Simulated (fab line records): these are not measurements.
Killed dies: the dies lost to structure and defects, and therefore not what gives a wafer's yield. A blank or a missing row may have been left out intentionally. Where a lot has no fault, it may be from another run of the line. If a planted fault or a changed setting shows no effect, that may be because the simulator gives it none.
The tool behind it: which one? / flow nand harc / 27 wafers from 9 lots sampled at 5 of the route's 1159 steps

WHAT THE GAUGES READ, wafer by wafer
NHARC_END_SORT_01. Usual: defect limited yield 95.8 %, standard deviation 1.2; killed at array 24, standard deviation 7.4; killed at other 0.5, standard deviation 0.81; killed at periphery 3.4, standard deviation 2.3; killed dies 28, standard deviation 8; killed open 3.4, standard deviation 1.8; killed short 2.0, standard deviation 1.4; sort_bin_2_pct 1.3 %, standard deviation 0.54; sort_bin_3_pct 0.23 %, standard deviation 0.2; sort_bin_4_pct 2.7 %, standard deviation 0.77; sort n pass 649, standard deviation 8; sort rim yield pct 94.2 %, standard deviation 2.7; sort yield pct 95.8 %, standard deviation 1.2.
lot=L466; measured=day 20 03:19; on=prober-01; defect limited yield (%)=97.0 97.2 96.8; killed at array=20 18 20; killed at other=0 1 1; killed at periphery=0 0 1; killed dies=20 19 22; killed open=3 4 2; killed short=2 0 1; sort_bin_2_pct (%)=0.7 0.7 1.3; sort_bin_3_pct (%)=0.30 0.15 0; sort_bin_4_pct (%)=1.9 1.9 1.9; sort n pass=657 658 655; sort rim yield pct (%)=94.3 93.4 93.4; sort yield pct (%)=97.0 97.2 96.8; flag=
lot=L477; measured=day 23 18:50; on=prober-01; defect limited yield (%)=97.2 94.8 94.7; killed at array=16 34 33; killed at other=0 0 0; killed at periphery=3 1 3; killed dies=19 35 36; killed open=2 2 5; killed short=2 2 3; sort_bin_2_pct (%)=0.7 2.5 1.5; sort_bin_3_pct (%)=0.30 0.15 0; sort_bin_4_pct (%)=1.8 2.5 3.8; sort n pass=658 642 641; sort rim yield pct (%)=94.3 94.3 93.4; sort yield pct (%)=97.2 94.8 94.7; flag=
lot=L476; measured=day 24 02:34; on=prober-01; defect limited yield (%)=97.2 97.0 96.6; killed at array=15 17 19; killed at other=2 1 2; killed at periphery=2 2 2; killed dies=19 20 23; killed open=3 1 2; killed short=2 4 2; sort_bin_2_pct (%)=1.5 0.1 1.3; sort_bin_3_pct (%)=0.30 0.15 0.15; sort_bin_4_pct (%)=1.0 2.7 1.9; sort n pass=658 657 654; sort rim yield pct (%)=97.2 93.4 98.1; sort yield pct (%)=97.2 97.0 96.6; flag=

WHICH TOOL RAN EACH LOT (tool, then ch and the chambers of the sampled wafers, then the start)
lot=L462; NHARC_P_M2_PRE_CLEAN_32=pecvd-03 ch 0,1,2, day 6 10:23; NHARC_P_M2_DEP_33=pecvd-03 ch 0,1,2, day 6 10:28; NHARC_P_BONDPAD_ETCH_24=rie diel-04 ch 0,2,3, day 6 12:52; NHARC_P_BONDPAD_ANNEAL_28=rtp anneal-01 ch 0, day 6 14:02
lot=L464; NHARC_P_M2_PRE_CLEAN_32=pecvd-03 ch 0,2, day 6 22:35; NHARC_P_M2_DEP_33=pecvd-03 ch 0,2, day 6 22:41; NHARC_P_BONDPAD_ETCH_24=rie diel-04 ch 1,2, day 7 01:33; NHARC_P_BONDPAD_ANNEAL_28=rtp anneal-02 ch 0, day 7 02:44
lot=L463; NHARC_P_M2_PRE_CLEAN_32=pecvd-03 ch 0,2, day 6 23:02; NHARC_P_M2_DEP_33=pecvd-03 ch 0,2, day 6 23:11; NHARC_P_BONDPAD_ETCH_24=rie diel-04 ch 1,2,3, day 7 02:02; NHARC_P_BONDPAD_ANNEAL_28=rtp anneal-02 ch 0, day 7 03:17
lot=L466; NHARC_P_M2_PRE_CLEAN_32=pecvd-04 ch 0,1,2, day 7 07:06; NHARC_P_M2_DEP_33=pecvd-04 ch 0,1,2, day 7 07:11; NHARC_P_BONDPAD_ETCH_24=rie diel-04 ch 0,1,2, day 7 09:28; NHARC_P_BONDPAD_ANNEAL_28=rtp anneal-02 ch 0, day 7 10:41
lot=L474; NHARC_P_M2_PRE_CLEAN_32=pecvd-01 ch 2, day 9 14:28; NHARC_P_M2_DEP_33=pecvd-01 ch 2, day 9 14:35; NHARC_P_BONDPAD_ETCH_24=rie diel-04 ch 2,3, day 9 17:23; NHARC_P_BONDPAD_ANNEAL_28=rtp anneal-02 ch 0, day 9 18:34
lot=L477; NHARC_P_M2_PRE_CLEAN_32=pecvd-04 ch 0,1,2, day 10 05:22; NHARC_P_M2_DEP_33=pecvd-04 ch 0,1,2, day 10 05:27; NHARC_P_BONDPAD_ETCH_24=rie diel-12 ch 0,1, day 10 07:46; NHARC_P_BONDPAD_ANNEAL_28=rtp anneal-02 ch 0, day 10 08:58
lot=L476; NHARC_P_M2_PRE_CLEAN_32=pecvd-03 ch 0,1,2, day 10 05:47; NHARC_P_M2_DEP_33=pecvd-03 ch 0,1,2, day 10 05:52; NHARC_P_BONDPAD_ETCH_24=rie diel-10 ch 0,2,3, day 10 08:17; NHARC_P_BONDPAD_ANNEAL_28=rtp anneal-01 ch 0, day 10 09:28
lot=L480; NHARC_P_M2_PRE_CLEAN_32=pecvd-04 ch 1,2, day 10 18:47; NHARC_P_M2_DEP_33=pecvd-04 ch 1,2, day 10 18:51; NHARC_P_BONDPAD_ETCH_24=rie diel-12 ch 0,2, day 10 21:13; NHARC_P_BONDPAD_ANNEAL_28=rtp anneal-02 ch 0, day 10 22:27
lot=L483; NHARC_P_M2_PRE_CLEAN_32=pecvd-04 ch 0,1,2, day 11 11:57; NHARC_P_M2_DEP_33=pecvd-04 ch 0,1,2, day 11 12:02; NHARC_P_BONDPAD_ETCH_24=rie diel-10 ch 0,3, day 11 14:26; NHARC_P_BONDPAD_ANNEAL_28=rtp anneal-01 ch 0, day 11 15:41
- NHARC_P_M2_PRE_CLEAN_32: time 12 s.
- NHARC_P_M2_DEP_33: deposits SiCN, target thk 30 nm.
- NHARC_P_BONDPAD_ETCH_24: etches the open film in CF4/N2, target depth 30 nm, time 72.99 s.
- NHARC_P_BONDPAD_ANNEAL_28: time 90 s.

AS READ BY THE TOOLS THEMSELVES (means over the sampled wafers that have a number; for cases with no such wafer, the mark the record gives instead)
NHARC_P_M2_PRE_CLEAN_32. Usual: heater power w 653 W, standard deviation 49; rf fwd power W 292.8 W, standard deviation 0.98.
lot=L462; tool=pecvd-03; heater power w (W)=641; rf fwd power W (W)=292.1; flag=
lot=L464; tool=pecvd-03; heater power w (W)=707; rf fwd power W (W)=291.5; flag=
lot=L463; tool=pecvd-03; heater power w (W)=631; rf fwd power W (W)=293.3; flag=
lot=L466; tool=pecvd-04; heater power w (W)=684; rf fwd power W (W)=292.9; flag=
lot=L474; tool=pecvd-01; heater power w (W)=600; rf fwd power W (W)=293.0; flag=
lot=L477; tool=pecvd-04; heater power w (W)=660; rf fwd power W (W)=292.1; flag=
lot=L476; tool=pecvd-03; heater power w (W)=645; rf fwd power W (W)=293.1; flag=
lot=L480; tool=pecvd-04; heater power w (W)=705; rf fwd power W (W)=293.3; flag=
lot=L483; tool=pecvd-04; heater power w (W)=676; rf fwd power W (W)=292.4; flag=

NHARC_P_M2_DEP_33. Usual: heater power w 602 W, standard deviation 51; rf fwd power W 449.2 W, standard deviation 1.4; showerhead vpp V 1293 V, standard deviation 57.
lot=L462; tool=pecvd-03; heater power w (W)=625; rf fwd power W (W)=449.0; showerhead vpp V (V)=1312; flag=
lot=L464; tool=pecvd-03; heater power w (W)=581; rf fwd power W (W)=447.8; showerhead vpp V (V)=1302; flag=
lot=L463; tool=pecvd-03; heater power w (W)=626; rf fwd power W (W)=450.1; showerhead vpp V (V)=1313; flag=
lot=L466; tool=pecvd-04; heater power w (W)=570; rf fwd power W (W)=448.7; showerhead vpp V (V)=1312; flag=
lot=L474; tool=pecvd-01; heater power w (W)=458; rf fwd power W (W)=450.6; showerhead vpp V (V)=1149; flag=
lot=L477; tool=pecvd-04; heater power w (W)=614; rf fwd power W (W)=449.1; showerhead vpp V (V)=1322; flag=
lot=L476; tool=pecvd-03; heater power w (W)=606; rf fwd power W (W)=449.0; showerhead vpp V (V)=1312; flag=
lot=L480; tool=pecvd-04; heater power w (W)=644; rf fwd power W (W)=449.5; showerhead vpp V (V)=1329; flag=
lot=L483; tool=pecvd-04; heater power w (W)=592; rf fwd power W (W)=449.5; showerhead vpp V (V)=1311; flag=

NHARC_P_BONDPAD_ETCH_24. Usual: drypump motor current A 5.5 A, standard deviation 0.51; mfc ar sccm 150.0 sccm, standard deviation 0.41; oes product au 0.999 a.u., standard deviation 0.0064; rf fwd power W 297.8 W, standard deviation 1.1; rf vpp V 315.4 V, standard deviation 1.8; run length s 94.2 s, standard deviation 0.39; showerhead plenum p Torr 2.70 Torr, standard deviation 0.094; throttle valve pct 19.794 %, standard deviation 0.0096.
lot=L462; tool=rie diel-04; drypump motor current A (A)=5.7; mfc ar sccm (sccm)=150.3; oes product au (a.u.)=0.991; rf fwd power W (W)=298.5; rf vpp V (V)=315.8; run length s (s)=94.3; showerhead plenum p Torr (Torr)=2.69; throttle valve pct (%)=19.786; flag=
lot=L464; tool=rie diel-04; drypump motor current A (A)=5.3; mfc ar sccm (sccm)=149.5; oes product au (a.u.)=1.007; rf fwd power W (W)=296.9; rf vpp V (V)=316.6; run length s (s)=93.8; showerhead plenum p Torr (Torr)=2.75; throttle valve pct (%)=19.808; flag=
lot=L463; tool=rie diel-04; drypump motor current A (A)=5.7; mfc ar sccm (sccm)=150.3; oes product au (a.u.)=1.000; rf fwd power W (W)=298.4; rf vpp V (V)=315.8; run length s (s)=94.0; showerhead plenum p Torr (Torr)=2.70; throttle valve pct (%)=19.805; flag=
lot=L466; tool=rie diel-04; drypump motor current A (A)=5.3; mfc ar sccm (sccm)=150.0; oes product au (a.u.)=0.991; rf fwd power W (W)=298.3; rf vpp V (V)=315.8; run length s (s)=94.0; showerhead plenum p Torr (Torr)=2.74; throttle valve pct (%)=19.800; flag=
lot=L474; tool=rie diel-04; drypump motor current A (A)=5.7; mfc ar sccm (sccm)=149.9; oes product au (a.u.)=1.000; rf fwd power W (W)=297.1; rf vpp V (V)=314.1; run length s (s)=83.3; showerhead plenum p Torr (Torr)=2.64; throttle valve pct (%)=19.793; flag=OFF
lot=L477; tool=rie diel-12; drypump motor current A (A)=5.3; mfc ar sccm (sccm)=150.2; oes product au (a.u.)=1.002; rf fwd power W (W)=297.6; rf vpp V (V)=316.9; run length s (s)=94.6; showerhead plenum p Torr (Torr)=2.78; throttle valve pct (%)=19.787; flag=
lot=L476; tool=rie diel-10; drypump motor current A (A)=5.3; mfc ar sccm (sccm)=150.0; oes product au (a.u.)=1.001; rf fwd power W (W)=296.5; rf vpp V (V)=313.3; run length s (s)=94.8; showerhead plenum p Torr (Torr)=2.55; throttle valve pct (%)=19.794; flag=
lot=L480; tool=rie diel-12; drypump motor current A (A)=5.3; mfc ar sccm (sccm)=149.8; oes product au (a.u.)=1.003; rf fwd power W (W)=298.3; rf vpp V (V)=315.0; run length s (s)=94.8; showerhead plenum p Torr (Torr)=2.71; throttle valve pct (%)=19.800; flag=
lot=L483; tool=rie diel-10; drypump motor current A (A)=5.2; mfc ar sccm (sccm)=149.8; oes product au (a.u.)=1.001; rf fwd power W (W)=296.6; rf vpp V (V)=312.9; run length s (s)=94.7; showerhead plenum p Torr (Torr)=2.58; throttle valve pct (%)=19.790; flag=

NHARC_P_BONDPAD_ANNEAL_28. Usual: 226.2 for wafer_temp_C_max, sd 0.63.
lot=L462; tool=rtp anneal-01; wafer_temp_C_max=226.3; flag=
lot=L464; tool=rtp anneal-02; wafer_temp_C_max=225.9; flag=
lot=L463; tool=rtp anneal-02; wafer_temp_C_max=225.6; flag=
lot=L466; tool=rtp anneal-02; wafer_temp_C_max=225.7; flag=
lot=L474; tool=rtp anneal-02; wafer_temp_C_max=225.9; flag=
lot=L477; tool=rtp anneal-02; wafer_temp_C_max=225.7; flag=
lot=L476; tool=rtp anneal-01; wafer_temp_C_max=226.8; flag=
lot=L480; tool=rtp anneal-02; wafer_temp_C_max=225.7; flag=
lot=L483; tool=rtp anneal-01; wafer_temp_C_max=226.7; flag=

THE ANSWER, worked out from the rows above alone
Rule: lot off if the mean of its wafers having a number is beyond 3 standard deviations from the usual mean. Also off: a lot with no number at a reading for which 4 or more lots have one. Where the step has rows for the other lots, those lots are counted as sound. The gauges are gone through in route order, then the tools' own readings, and for those a lot's mean is taken as printed above. At the first step where some lot is off, the reading lying furthest off is the one used; lots without a number count as furthest.
Off, at NHARC_P_BONDPAD_ETCH_24 on run length s: L474.
If a tool, at that step or one of the process steps before it, ran each lot that is off and ran no sound lot following the first of them, it fits. Undecided on this evidence; 2 tools fit (pecvd-01 at NHARC_P_M2_PRE_CLEAN_32 and NHARC_P_M2_DEP_33, rie diel-04 at NHARC_P_BONDPAD_ETCH_24).

WHAT THE SIMULATOR PUT IN
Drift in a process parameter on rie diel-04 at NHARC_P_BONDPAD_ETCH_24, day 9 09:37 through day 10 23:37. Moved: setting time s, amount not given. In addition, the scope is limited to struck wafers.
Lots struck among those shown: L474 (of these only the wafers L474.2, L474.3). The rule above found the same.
